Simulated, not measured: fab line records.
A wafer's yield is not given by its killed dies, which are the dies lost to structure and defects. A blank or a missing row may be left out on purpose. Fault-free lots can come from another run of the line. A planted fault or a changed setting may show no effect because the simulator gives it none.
fab line records	flow n5Finfet
record lots=15	wafers=45	lastDay=18
route steps=1938 shown BEOL_M8@1389 BEOL_M9@1403
lots untouched by any fault: they come from a run of this same line in which no faults occurred
startH: start of the lot's first displayed wafer, in hours after the record's first day	waitH: time in hours since the lot's previous step	" identical to the entry in the row above	L1.1+2: a single row standing in for several wafers	- no value present, or no start provided	* or withheld: withheld	< > ~ a bound
route shown NAME@n: NAME is a module with steps in the file, n the number in the route of the first one	usual: mean and standard deviation over wafers with no fault	same: alike in all rows	chamber/n: place in a boat	sites: per-site readings	_std_site: their standard deviation	_edge_site: inner sites' mean taken away from outer sites' mean	radiusMm: how far each site lies from the wafer's centre	mask NAME#n: copy n	behind: tool/chamber where the wafer was last shaped	hold: what put the lot on hold/how long, in hours/how the hold closed	device: names the non-switching transistor (n, p or np)	end of line: the tests these same wafers got at the end of their route	a step without rows: its recipe alone	killed: dies that structure and defects cost at the first sort, which is not the same as the wafer's yield	map: a wafer's dies, marking killed ones x, the rest . and places with no die _
set.NAME: the setting as run; set.NAME@STEP: as run at that earlier step	model.NAME: the simulator's own value behind a step, which no gauge read
route steps across a sampled set of lots; one table per step, one row per wafer
services: a tool's chamber out of use, with start hour (startH, from the record's first day; less than 0 if before it), hours out, and reason
## steps
# step N5_BEOL_M8_ALD_77
# recipe material=TaN	targetThkA=20	tempC=275	aldPrecursorFamily=PDMAT	aldCoReactant=NH3	pressureTorr=3	carrierFlowSccm=1500	pulseTimeS=2	purgeTimeS=3	coReactantPurgeTimeS=2	coReactantPulseTimeS=3	aldCycles=40	precursorVesselTempC=75	precursorVesselPressureTorr=26.25	precursorVesselCarrierSccm=1000
# usual heaterPowerW=409/33
# same coReactantPurgeTimeS=2
lot.wafer	tool	chamber	startH	waitH	heaterPowerW
L742.3	aldMetal-03	1	202.08	0.0	432
L742.4	"	3	"	"	423
L742.5	"	1	"	"	421
L743.1	aldMetal-03	0	213.17	0.0	436
L743.3	"	1	"	"	427
L743.6	"	0	"	"	439
L744.1	aldMetal-03	2	221.24	0.1	363
L744.3	"	0	"	"	440
L744.4	"	1	"	"	443
L745.1	aldMetal-02	1	238.07	0.0	397
L745.3	"	2	"	"	416
L745.6	"	0	"	"	369
L746.1	aldMetal-03	1	238.34	0.0	424
L746.4	"	0	"	"	445
L746.5	"	3	"	"	404
L748.1	aldMetal-01	2	243.03	0.0	422
L748.3	"	3	"	"	364
L748.5	"	2	"	"	435
L755.1	aldMetal-03	2	289.43	0.2	349
L755.2	"	3	"	"	414
L755.6	"	3	"	"	417
L758.3	aldMetal-03	2	307.85	0.1	369
L758.4	"	0	"	"	436
L758.5	"	2	"	"	371
L757.2	aldMetal-01	2	307.93	0.1	427
L757.3	"	3	"	"	351
L757.5	"	3	"	"	361
L760.2	aldMetal-02	2	313.71	0.0	420
L760.3	"	1	"	"	411
L760.5	"	3	"	"	372
L759.2	aldMetal-03	2	314.06	0.3	364
L759.4	"	0	"	"	437
L759.6	"	0	"	"	432
L761.1	aldMetal-01	3	324.76	0.0	359
L761.4	"	1	"	"	393
L761.6	"	2	"	"	427
L762.1	aldMetal-01	2	327.16	0.1	435
L762.3	"	1	"	"	391
L762.4	"	0	"	"	487
L763.2	aldMetal-01	3	341.25	0.0	362
L763.3	"	1	"	"	400
L763.4	"	2	"	"	412
L765.2	aldMetal-03	0	350.98	0.3	437
L765.3	"	1	"	"	438
L765.4	"	3	"	"	416
# step N5_BEOL_M8_DEP_56
# recipe material=SiCN	targetThkA=100	tempC=withheld	precursor=3MS/NH3	pressureTorr=3	rfW=202	timeS=17.5
# usual showerheadPlenumPTorr=3.666/0.011	throttleValvePct=8.7/0.48
lot.wafer	tool	chamber	startH	waitH	showerheadPlenumPTorr	throttleValvePct
L742.3	pecvd-04	1	203.61	0.0	3.647	8.8
L742.4	"	0	"	"	3.677	8.1
L742.5	"	0	"	"	3.684	8.1
L743.1	pecvd-01	1	214.63	0.0	3.665	9.5
L743.3	"	0	"	"	3.673	9.8
L743.6	"	2	"	"	3.678	8.2
L744.1	pecvd-04	0	224.19	0.0	3.674	8.2
L744.3	"	1	"	"	3.653	8.8
L744.4	"	0	"	"	3.673	8.2
L745.1	pecvd-04	0	239.77	0.0	3.681	8.4
L745.3	"	1	"	"	3.643	8.6
L745.6	"	0	"	"	3.680	8.5
L746.1	pecvd-02	2	240.03	0.0	3.674	8.2
L746.4	"	1	"	"	3.663	9.0
L746.5	"	2	"	"	3.671	8.3
L748.1	pecvd-02	0	244.67	0.0	3.684	9.0
L748.3	"	2	"	"	3.663	8.1
L748.5	"	1	"	"	3.655	9.2
L755.1	pecvd-01	0	291.23	0.0	3.669	9.8
L755.2	"	1	"	"	3.667	9.2
L755.6	"	0	"	"	3.666	9.7
L757.2	pecvd-02	1	309.41	0.0	3.669	9.2
L757.3	"	0	"	"	3.677	9.2
L757.5	"	2	"	"	3.671	8.3
L758.3	pecvd-04	2	309.76	0.0	3.666	8.5
L758.4	"	1	"	"	3.644	8.4
L758.5	"	2	"	"	3.658	8.3
L760.2	pecvd-04	1	315.56	0.0	3.648	8.8
L760.3	"	2	"	"	3.660	8.4
L760.5	"	1	"	"	3.652	8.9
L759.2	pecvd-02	0	315.89	0.0	3.669	9.0
L759.4	"	0	"	"	3.666	8.8
L759.6	"	2	"	"	3.667	8.1
L761.1	pecvd-01	0	326.30	0.0	3.668	9.6
L761.4	"	1	"	"	3.663	9.1
L761.6	"	2	"	"	3.670	8.4
L762.1	pecvd-02	2	329.36	0.0	3.660	8.6
L762.3	"	0	"	"	3.676	9.0
L762.4	"	1	"	"	3.662	9.2
L763.2	pecvd-04	1	343.71	0.0	3.648	8.7
L763.3	"	2	"	"	3.663	8.2
L763.4	"	2	"	"	3.666	8.3
L765.2	pecvd-04	0	352.51	0.0	3.683	8.3
L765.3	"	1	"	"	3.650	8.9
L765.4	"	2	"	"	3.666	8.5
# step N5_BEOL_M9_THK_MEAS_01
# recipe reads=SiCOH_lowk_of_BEOL_M9_ILD_DEP_00
# usual M9_ILD_THK=269/3.4
lot.wafer	tool	chamber	startH	waitH	M9_ILD_THK[nm]
L742.3	filmMetro-01	-	204.60	0.3	265
L742.4	"	-	"	"	268
L742.5	"	-	"	"	269
L743.1	filmMetro-02	-	215.38	0.4	269
L743.3	"	-	"	"	273
L743.6	"	-	"	"	271
L744.1	filmMetro-02	-	224.96	0.4	267
L744.3	"	-	"	"	273
L744.4	"	-	"	"	272
L745.1	filmMetro-02	-	240.51	0.4	269
L745.3	"	-	"	"	270
L745.6	"	-	"	"	274
L746.1	filmMetro-01	-	241.30	0.8	271
L746.4	"	-	"	"	276
L746.5	"	-	"	"	277
L748.1	filmMetro-02	-	245.40	0.4	262
L748.3	"	-	"	"	267
L748.5	"	-	"	"	271
L755.1	filmMetro-02	-	291.95	0.4	267
L755.2	"	-	"	"	266
L755.6	"	-	"	"	269
L757.2	filmMetro-02	-	310.13	0.4	266
L757.3	"	-	"	"	265
L757.5	"	-	"	"	272
L758.3	filmMetro-01	-	310.97	0.5	269
L758.4	"	-	"	"	275
L758.5	"	-	"	"	274
L759.2	filmMetro-02	-	316.61	0.4	271
L759.4	"	-	"	"	272
L759.6	"	-	"	"	269
L760.2	filmMetro-01	-	316.77	0.7	265
L760.3	"	-	"	"	264
L760.5	"	-	"	"	273
L761.1	filmMetro-02	-	327.03	0.4	264
L761.4	"	-	"	"	269
L761.6	"	-	"	"	267
L762.1	filmMetro-02	-	330.57	0.8	269
L762.3	"	-	"	"	267
L762.4	"	-	"	"	273
L763.2	filmMetro-01	-	344.43	0.4	266
L763.3	"	-	"	"	267
L763.4	"	-	"	"	271
L765.2	filmMetro-01	-	353.24	0.4	270
L765.3	"	-	"	"	268
L765.4	"	-	"	"	273
# step N5_BEOL_M9_ETCH_61
# recipe chemistry=CF4	target=SiARC	targetDepthA=390	maskMaterial=CAR-ArF	timeS=65	ionEnergyEv=80	pressureMtorr=40	sourceW=545	biasW=36	Ar_flow_sccm=100	cf4FlowSccm=100	ends=cleared
# usual biasW=36.00/0.11	cf4FlowSccm=100.00/0.29	drypumpMotorCurrentA=5.8/0.59	etchRfOnTimeS=64.3/1	oesProductAu=0.71/0.084	rfVppV=184.3/1.2	showerheadPlenumPTorr=2.16/0.076	throttleValvePct=15.54/0.19
lot.wafer	tool	chamber	startH	waitH	biasW	cf4FlowSccm	drypumpMotorCurrentA	etchRfOnTimeS	oesProductAu	rfHoursCounterH	rfVppV	showerheadPlenumPTorr	throttleValvePct
L742.3	rieDiel-01	3	205.84	0.0	36.38	99.69	6.2	65.1	0.66	119	183.1	2.06	15.44
L742.4	"	3	"	"	36.15	99.80	6.2	65.1	0.65	-	183.3	2.06	15.46
L742.5	"	2	"	"	35.95	99.87	6.6	62.9	0.84	-	182.9	2.10	15.49
L743.1	rieDiel-04	3	220.27	0.0	35.94	99.75	6.8	65.1	0.57	223	181.6	2.04	15.57
L743.3	"	0	"	"	36.03	101.18	5.4	65.8	0.64	169	184.2	2.22	15.80
L743.6	"	2	"	"	36.15	100.31	6.1	65.8	0.59	-	184.7	2.11	15.83
L744.1	rieDiel-03	1	227.49	0.0	35.84	99.63	6.1	65.9	0.62	157	184.7	2.22	15.74
L744.3	"	3	"	"	36.09	100.37	6.4	64.7	0.76	27	187.1	2.27	15.26
L744.4	"	2	"	"	35.85	100.04	5.4	65.8	0.61	203	183.2	2.13	15.78
L745.1	rieDiel-01	0	241.16	0.0	-	-	-	-	-	-	-	-	-
L745.3	"	2	"	"	-	-	-	-	-	-	-	-	-
L745.6	"	1	"	"	-	-	-	-	-	-	-	-	-
L746.1	rieDiel-01	0	243.91	0.0	-	-	-	-	-	-	-	-	-
L746.4	"	2	"	"	-	-	-	-	-	-	-	-	-
L746.5	"	0	"	"	-	-	-	-	-	-	-	-	-
L748.1	rieDiel-01	1	247.84	0.0	-	-	-	-	-	-	-	-	-
L748.3	"	2	"	"	-	-	-	-	-	-	-	-	-
L748.5	"	1	"	"	-	-	-	-	-	-	-	-	-
L755.1	rieDiel-01	3	293.53	0.0	36.18	99.97	6.3	64.3	0.64	140	184.6	2.06	15.49
L755.2	"	0	"	"	36.02	100.08	5.8	63.3	0.76	58	186.4	2.26	15.39
L755.6	"	1	"	"	36.00	99.59	4.7	63.9	0.76	-	184.9	2.18	15.54
L757.2	rieDiel-04	1	311.59	0.0	36.03	100.37	5.4	63.2	0.74	49	185.0	2.18	15.53
L757.3	"	2	"	"	36.07	99.55	6.1	64.4	0.81	16	183.9	2.10	15.41
L757.5	"	1	"	"	36.05	100.17	5.4	63.3	0.74	-	184.3	2.18	15.53
L758.3	rieDiel-04	2	312.14	0.0	35.91	100.22	6.1	65.6	0.80	16	183.0	2.10	15.40
L758.4	"	1	"	"	35.95	99.60	5.4	64.4	0.74	-	183.5	2.18	15.53
L758.5	"	2	"	"	35.77	100.00	6.1	64.9	0.81	-	183.7	2.10	15.40
L759.2	rieDiel-04	0	319.23	0.0	35.99	99.81	5.4	65.2	0.62	206	183.7	2.21	15.87
L759.4	"	0	"	"	36.08	99.90	5.4	65.6	0.62	-	184.8	2.21	15.87
L759.6	"	2	"	"	36.13	100.41	6.1	64.5	0.80	-	183.0	2.10	15.39
L760.2	rieDiel-03	1	319.40	0.0	35.98	100.08	6.1	66.2	0.60	188	184.8	2.21	15.81
L760.3	"	3	"	"	35.78	100.38	6.4	66.0	0.70	58	185.9	2.26	15.31
L760.5	"	1	"	"	36.09	100.10	6.1	66.5	0.59	-	184.5	2.21	15.78
L761.1	rieDiel-01	1	329.18	0.0	35.76	99.66	4.7	63.7	0.75	44	183.4	2.18	15.56
L761.4	"	3	"	"	36.11	99.93	6.2	65.5	0.63	150	182.7	2.05	15.49
L761.6	"	0	"	"	35.80	99.98	5.9	63.3	0.74	-	184.6	2.25	15.40
L762.1	rieDiel-04	0	332.18	0.0	36.19	99.97	5.4	65.0	0.63	211	183.5	2.21	15.86
L762.3	"	3	"	"	35.93	100.15	6.7	63.4	0.84	4	186.1	2.28	15.14
L762.4	"	2	"	"	35.89	100.01	6.1	64.2	0.79	25	184.9	2.10	15.41
L763.2	rieDiel-01	2	347.61	0.0	35.98	99.76	6.6	63.0	0.74	42	183.7	2.09	15.58
L763.3	"	3	"	"	35.94	99.79	6.2	64.3	0.63	155	182.7	2.05	15.50
L763.4	"	0	"	"	35.95	100.33	5.8	63.7	0.74	73	185.6	2.25	15.40
L765.2	rieDiel-04	0	354.76	0.0	36.22	100.03	5.4	65.0	0.62	217	184.7	2.21	15.89
L765.3	"	1	"	"	35.97	99.60	5.4	63.2	0.72	64	183.5	2.17	15.57
L765.4	"	3	"	"	36.11	99.89	6.8	63.1	0.81	11	185.3	2.28	15.15
# step N5_BEOL_M9_ETCH_62
# recipe chemistry=N2/H2	target=SOC	targetDepthA=1100	overetchA=220	maskMaterial=SiARC	tempC=40	timeS=165	ionEnergyEv=200	pressureMtorr=30	sourceW=840	biasW=150	n2FlowSccm=200	h2FlowSccm=200
# usual biasW=150.0/0.47	chamberPressureMTorr=30.002/0.03	drypumpMotorCurrentA=5.8/0.6	oesProductAu=0.70/0.078	rfVppV=524.6/2.9	showerheadPlenumPTorr=2.57/0.095	throttleValvePct=17.75/0.22
lot.wafer	tool	chamber	startH	waitH	biasW	chamberPressureMTorr	drypumpMotorCurrentA	oesProductAu	rfHoursCounterH	rfVppV	showerheadPlenumPTorr	throttleValvePct
L742.3	rieDiel-01	3	205.89	0.0	150.7	30.010	6.2	0.65	119	520.9	2.45	17.66
L742.4	"	3	"	"	150.2	30.017	6.2	0.65	-	520.2	2.45	17.67
L742.5	"	2	"	"	150.6	29.996	6.6	0.81	-	523.0	2.50	17.80
L743.1	rieDiel-04	3	220.32	0.0	149.8	30.001	6.8	0.58	223	518.9	2.41	17.63
L743.3	"	0	"	"	150.2	29.993	5.4	0.65	169	526.5	2.64	18.06
L743.6	"	2	"	"	149.5	30.038	6.1	0.59	-	523.7	2.50	18.05
L744.1	rieDiel-03	1	227.54	0.0	149.9	29.981	6.1	0.61	157	527.7	2.65	17.90
L744.3	"	3	"	"	149.7	29.991	6.5	0.74	27	529.3	2.70	17.48
L744.4	"	2	"	"	149.6	29.989	5.5	0.62	203	521.7	2.52	18.08
L745.1	rieDiel-01	0	241.21	0.0	150.0	29.958	5.9	0.33	41	528.5	2.70	17.46
L745.3	"	2	"	"	149.7	30.028	6.6	0.35	10	521.4	2.49	17.76
L745.6	"	1	"	"	150.1	29.979	4.7	0.34	-	526.0	2.60	17.71
L746.1	rieDiel-01	0	243.96	0.0	149.3	29.993	5.9	0.34	42	529.3	2.70	17.47
L746.4	"	2	"	"	149.5	29.985	6.6	0.35	11	524.7	2.49	17.75
L746.5	"	0	"	"	149.9	30.028	5.8	0.34	-	528.1	2.70	17.45
L748.1	rieDiel-01	1	247.89	0.0	149.8	29.987	4.7	0.34	18	526.0	2.60	17.72
L748.3	"	2	"	"	149.9	30.093	6.6	0.34	12	520.7	2.49	17.75
L748.5	"	1	"	"	149.8	30.004	4.7	0.34	-	526.2	2.60	17.70
L755.1	rieDiel-01	3	293.58	0.0	149.9	30.062	6.3	0.63	140	522.4	2.44	17.69
L755.2	"	0	"	"	150.5	29.987	5.8	0.74	58	527.4	2.69	17.56
L755.6	"	1	"	"	149.5	29.984	4.7	0.75	-	526.2	2.60	17.80
L757.2	rieDiel-04	1	311.64	0.0	149.6	29.969	5.4	0.73	49	525.7	2.57	17.68
L757.3	"	2	"	"	150.5	29.995	6.1	0.79	16	522.9	2.49	17.67
L757.5	"	1	"	"	149.6	29.999	5.4	0.72	-	526.1	2.57	17.68
L758.3	rieDiel-04	2	312.19	0.0	149.9	29.997	6.1	0.80	17	522.3	2.49	17.66
L758.4	"	1	"	"	150.3	29.976	5.4	0.73	-	524.4	2.57	17.67
L758.5	"	2	"	"	150.5	29.983	6.1	0.80	-	523.0	2.49	17.66
L759.2	rieDiel-04	0	319.28	0.0	150.5	30.006	5.4	0.62	206	526.6	2.63	18.14
L759.4	"	0	"	"	150.6	30.030	5.4	0.62	-	525.9	2.63	18.11
L759.6	"	2	"	"	149.3	30.002	6.1	0.79	-	523.9	2.49	17.68
L760.2	rieDiel-03	1	319.45	0.0	150.1	30.006	6.1	0.60	189	526.4	2.64	17.94
L760.3	"	3	"	"	150.7	30.070	6.4	0.70	58	527.7	2.68	17.51
L760.5	"	1	"	"	149.3	30.044	6.1	0.60	-	528.3	2.64	17.94
L761.1	rieDiel-01	1	329.23	0.0	150.0	29.946	4.7	0.73	44	524.6	2.59	17.83
L761.4	"	3	"	"	150.3	30.005	6.2	0.63	151	522.4	2.44	17.71
L761.6	"	0	"	"	149.7	30.050	5.8	0.73	-	527.5	2.68	17.58
L762.1	rieDiel-04	0	332.23	0.0	149.8	29.973	5.4	0.62	211	526.1	2.63	18.12
L762.3	"	3	"	"	150.4	29.943	6.8	0.81	4	528.0	2.71	17.26
L762.4	"	2	"	"	149.9	30.012	6.1	0.78	25	523.0	2.49	17.68
L763.2	rieDiel-01	2	347.66	0.0	150.6	30.036	6.6	0.72	42	520.7	2.48	17.85
L763.3	"	3	"	"	149.3	30.015	6.2	0.62	155	521.3	2.44	17.70
L763.4	"	0	"	"	150.2	30.006	5.8	0.73	73	528.9	2.68	17.57
L765.2	rieDiel-04	0	354.81	0.0	149.6	30.011	5.4	0.62	217	524.7	2.62	18.16
L765.3	"	1	"	"	150.3	30.007	5.4	0.71	64	525.0	2.57	17.69
L765.4	"	3	"	"	150.4	29.957	6.8	0.79	11	528.6	2.71	17.28
# step N5_BEOL_M9_HM_OPEN_17
# recipe chemistry=Cl2/BCl3	targetDepthA=200	overetchA=60	target=TiN	maskMaterial=SOC	ionEnergyEv=150	pressureMtorr=10	icpW=1000	biasW=126	Cl2_flow_sccm=53.25	bcl3FlowSccm=21.75	Ar_flow_sccm=25
# usual drypumpMotorCurrentA=5.76/0.28	oesProductAu=0.68/0.078	throttleValvePct=22.11/0.12
lot.wafer	tool	chamber	startH	waitH	drypumpMotorCurrentA	oesProductAu	rfHoursCounterH	throttleValvePct
L742.3	rieMetal-01	1	206.11	0.1	6.31	0.64	-	22.04
L742.4	"	0	"	"	5.73	0.80	-	22.00
L742.5	"	1	"	"	6.33	0.64	-	22.03
L743.1	rieMetal-01	1	220.51	0.0	6.33	0.64	51	22.05
L743.3	"	0	"	"	5.75	0.78	-	22.02
L743.6	"	0	"	"	5.74	0.79	-	22.00
L744.1	rieMetal-02	0	227.73	0.0	5.39	0.75	19	22.26
L744.3	"	1	"	"	5.54	0.62	-	22.10
L744.4	"	0	"	"	5.38	0.74	-	22.27
L745.1	rieMetal-01	1	241.40	0.0	6.37	0.28	53	22.70
L745.3	"	0	"	"	5.71	0.35	-	22.65
L745.6	"	1	"	"	6.35	0.28	-	22.69
L746.1	rieMetal-02	0	244.15	0.0	5.35	0.32	20	22.94
L746.4	"	0	"	"	5.38	0.32	-	22.93
L746.5	"	1	"	"	5.50	0.27	-	22.75
L748.1	rieMetal-02	1	248.07	0.0	5.54	0.27	57	22.76
L748.3	"	0	"	"	5.45	0.32	-	22.92
L748.5	"	0	"	"	5.40	0.32	-	22.94
L755.1	rieMetal-02	0	293.77	0.0	5.38	0.71	25	22.30
L755.2	"	1	"	"	5.46	0.60	61	22.14
L755.6	"	0	"	"	5.39	0.71	-	22.31
L757.2	rieMetal-02	1	311.82	0.0	5.50	0.60	62	22.13
L757.3	"	1	"	"	5.55	0.61	-	22.13
L757.5	"	0	"	"	5.41	0.72	-	22.28
L758.3	rieMetal-02	1	312.41	0.1	5.52	0.61	-	22.15
L758.4	"	0	"	"	5.38	0.71	-	22.28
L758.5	"	0	"	"	5.37	0.72	-	22.28
L759.2	rieMetal-03	0	319.47	0.0	6.01	0.57	90	21.99
L759.4	"	1	"	"	5.84	0.76	-	22.27
L759.6	"	1	"	"	5.82	0.76	-	22.26
L760.2	rieMetal-01	0	319.66	0.1	5.73	0.74	-	22.06
L760.3	"	0	"	"	5.73	0.75	-	22.03
L760.5	"	0	"	"	5.74	0.75	-	22.04
L761.1	rieMetal-01	0	329.41	0.0	5.69	0.74	21	22.04
L761.4	"	0	"	"	5.73	0.74	-	22.04
L761.6	"	0	"	"	5.71	0.74	-	22.04
L762.1	rieMetal-01	0	332.41	0.0	5.70	0.74	22	22.05
L762.3	"	0	"	"	5.70	0.73	-	22.04
L762.4	"	0	"	"	5.73	0.74	-	22.03
L763.2	rieMetal-03	0	347.84	0.0	6.00	0.57	92	21.96
L763.3	"	0	"	"	6.02	0.57	-	21.95
L763.4	"	1	"	"	5.82	0.75	-	22.26
L765.2	rieMetal-03	0	355.00	0.0	5.98	0.57	93	22.01
L765.3	"	1	"	"	5.81	0.74	-	22.27
L765.4	"	0	"	"	5.97	0.57	-	21.97
# step N5_BEOL_M9_CD_MEAS_18
# recipe pitchNm=140	targetCdNm=70
# usual cdNm=70.1/0.59
lot.wafer	tool	chamber	startH	waitH	cdNm
L742.3	cdSem-01	-	206.27	0.1	70.6
L742.4	"	-	"	"	70.1
L742.5	"	-	"	"	70.0
L743.1	cdSem-01	-	220.81	0.0	69.4
L743.3	"	-	"	"	70.0
L743.6	"	-	"	"	69.5
L744.1	cdSem-01	-	228.03	0.0	69.7
L744.3	"	-	"	"	70.5
L744.4	"	-	"	"	70.1
L745.1	cdSem-02	-	241.74	0.0	-
L745.3	"	-	"	"	-
L745.6	"	-	"	"	-
L746.1	cdSem-03	-	244.33	0.0	-
L746.4	"	-	"	"	-
L746.5	"	-	"	"	-
L748.1	cdSem-03	-	248.30	0.0	-
L748.3	"	-	"	"	-
L748.5	"	-	"	"	-
L755.1	cdSem-02	-	293.95	0.1	70.2
L755.2	"	-	"	"	70.8
L755.6	"	-	"	"	70.0
L757.2	cdSem-01	-	312.01	0.1	70.3
L757.3	"	-	"	"	69.7
L757.5	"	-	"	"	70.5
L758.3	cdSem-01	-	312.64	0.1	69.8
L758.4	"	-	"	"	69.7
L758.5	"	-	"	"	70.6
L759.2	cdSem-01	-	319.68	0.1	71.1
L759.4	"	-	"	"	70.6
L759.6	"	-	"	"	71.0
L760.2	cdSem-02	-	320.02	0.1	70.7
L760.3	"	-	"	"	69.9
L760.5	"	-	"	"	70.6
L761.1	cdSem-01	-	329.74	0.0	69.6
L761.4	"	-	"	"	70.7
L761.6	"	-	"	"	69.6
L762.1	cdSem-02	-	332.69	0.0	69.9
L762.3	"	-	"	"	69.7
L762.4	"	-	"	"	69.1
L763.2	cdSem-03	-	348.16	0.1	71.3
L763.3	"	-	"	"	69.8
L763.4	"	-	"	"	70.2
L765.2	cdSem-02	-	355.18	0.1	70.2
L765.3	"	-	"	"	69.2
L765.4	"	-	"	"	70.0
## services
tool	chamber	startH	hours	kind
rieDiel-01	2	178.99	-	clean
rieDiel-01	2	178.99	-	consumableReplace:focusRing
rieDiel-01	2	178.99	18.5	scheduledDown
pecvd-02	-	181.36	28.1	pm
pecvd-04	-	181.78	1.6	repair
aldMetal-01	-	184.87	0.9	repair
rieDiel-04	3	193.45	8.9	repair
aldMetal-03	-	203.37	8.7	pm
rieDiel-04	-	211.67	2.8	pm
rieDiel-01	-	217.33	9.7	repair
rieDiel-04	-	217.33	2.1	repair
rieDiel-01	-	229.97	2.8	pm
pecvd-01	-	232.63	14.6	pm
rieDiel-04	1	239.23	6.4	repair
aldMetal-03	-	247.14	0.3	repair
aldMetal-02	-	248.30	8.7	pm
aldMetal-01	1	250.81	2.9	repair
aldMetal-02	3	277.92	12.6	repair
rieDiel-01	3	284.47	7.4	repair
aldMetal-02	1	286.05	3.5	repair
rieMetal-01	1	302.94	43.3	repair
aldMetal-02	1	323.36	7.8	repair
aldMetal-02	-	337.25	14.0	pm
aldMetal-03	-	352.00	1.2	repair
## key
firstSign step=N5_BEOL_M9_ETCH_61	reading=toolRecord	direction=missing
effect step=N5_BEOL_M9_ETCH_62	reading=oesProductAu	direction=down	sigmas=4.5	usual=0.70	struck=0.34
effect step=N5_BEOL_M9_HM_OPEN_17	reading=oesProductAu	direction=down	sigmas=4.9	usual=0.68	struck=0.30
effect step=N5_BEOL_M9_CD_MEAS_18	reading=cdNm	direction=missing
metAt N5_BEOL_M9_ETCH_61
struckLots L745,L746,L748
laterRowsLeftOut L745.1,L745.3,L745.6,L746.1,L746.4,L746.5,L748.1,L748.3,L748.5
sortLeftOut L745.1,L745.3,L745.6,L746.1,L746.4,L746.5,L748.1,L748.3,L748.5
notActingAt N5_BEOL_M8_ALD_77,N5_BEOL_M8_DEP_56,N5_BEOL_M9_THK_MEAS_01
onsetBetween 205.84 241.16
fault kind=skippedStepWhole	tool=rieDiel-01	chamber=-	onsetH=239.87	steps=N5_BEOL_M9_ETCH_61	scope=struckLotsOnly
# sortLeftOut: the simulated sort isn't trusted on such a fault, so these wafers' sort isn't shown, and their yield isn't known
# laterRowsLeftOut: the simulator's readings of these wafers behind a module that went badly wrong aren't trusted and aren't shown, but for the sort
